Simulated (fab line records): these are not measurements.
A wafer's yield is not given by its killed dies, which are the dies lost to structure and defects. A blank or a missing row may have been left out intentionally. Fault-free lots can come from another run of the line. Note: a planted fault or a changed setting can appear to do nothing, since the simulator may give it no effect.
2 desks looking at one fault :: flow n5-finfet :: each desk has only its own numbers; what lay behind them comes last

## THE METROLOGY DESK
What the gauges read, lot by lot, whatever tool the lot ran on: means of the sampled wafers that have a number. Any lot whose mean is over 4 standard deviations away from the usual mean is out of limits and marked OUT; that distance is given in the brackets.
Columns: A = M14_ILD_THK at N5_BEOL_M14_THK_MEAS_01, usual 1129 nm
lot: L389
first seen here: day 10 13:52
A: 1138

lot: L390
first seen here: day 11 01:49
A: 1115

lot: L394
first seen here: day 12 04:00
A: 1127

lot: L396
first seen here: day 12 07:59
A: 1131

lot: L393
first seen here: day 12 15:59
A: 1122

lot: L397
first seen here: day 12 17:11
A: 1120

lot: L404
first seen here: day 14 23:41
A: 960 (-11) OUT

lot: L405
first seen here: day 15 06:44
A: 785 (-23) OUT

lot: L408
first seen here: day 15 15:20
A: 1132

lot: L412
first seen here: day 16 18:38
A: 1131

lot: L411
first seen here: day 16 19:04
A: 1130
This desk reports L404, L405 out of limits; the earliest was L404 at day 14 23:41 (M14_ILD_THK at N5_BEOL_M14_THK_MEAS_01). Within limits: L389, L390, L394, L396, L393, L397, L408, L412, L411.

## THE TOOL OWNER'S DESK: pecvd-04
The tool's own readings at N5_BEOL_M14_ILD_DEP_00 (deposits SiO2 from TEOS/O2, target thk 1119.3 nm, time 237.4 s): means of the sampled wafers that have a number, for each lot that ran on this tool. Any lot whose mean is over 4 standard deviations away from the usual mean is out of limits and marked OUT; that distance is given in the brackets.
Columns: A = heater-power-w at N5_BEOL_M14_ILD_DEP_00, usual 560 W; B = run-length-s at N5_BEOL_M14_ILD_DEP_00, usual 280.1 s; C = showerhead-plenum-p-Torr at N5_BEOL_M14_ILD_DEP_00, usual 8.35 Torr; D = throttle-valve-pct at N5_BEOL_M14_ILD_DEP_00, usual 18.6 %
lot: L389
first seen here: day 10 13:40
A: 536
B: 280.2
C: 8.32
D: 19.8

lot: L404
first seen here: day 14 23:30
A: 554
B: 243.4 (-92) OUT
C: 8.35
D: 17.9

lot: L405
first seen here: day 15 06:32
A: 477
B: 206.4 (-99 or more) OUT
C: 8.34
D: 17.8
This desk's finding: out of limits on L404, L405; first on L404, day 14 23:30 (run-length-s at N5_BEOL_M14_ILD_DEP_00). Within limits: L389.

## TAKEN TOGETHER
The tool owner's desk could have raised an alarm at day 14 23:30, on L404, L405.
The metrology desk could have raised an alarm at day 14 23:41, on L404, L405.
Of the lots named, all ran N5_BEOL_M14_ILD_DEP_00 on pecvd-04.

## WHAT HAD BEEN PUT IN BY THE SIMULATOR
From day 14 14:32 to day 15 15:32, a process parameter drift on pecvd-04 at N5_BEOL_M14_ILD_DEP_00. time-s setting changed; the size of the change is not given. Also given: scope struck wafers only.
Struck lots among those shown: L404, L405.
Fault start to first reading out of limits, in hours, per desk: tool owner, 9; metrology, 9.
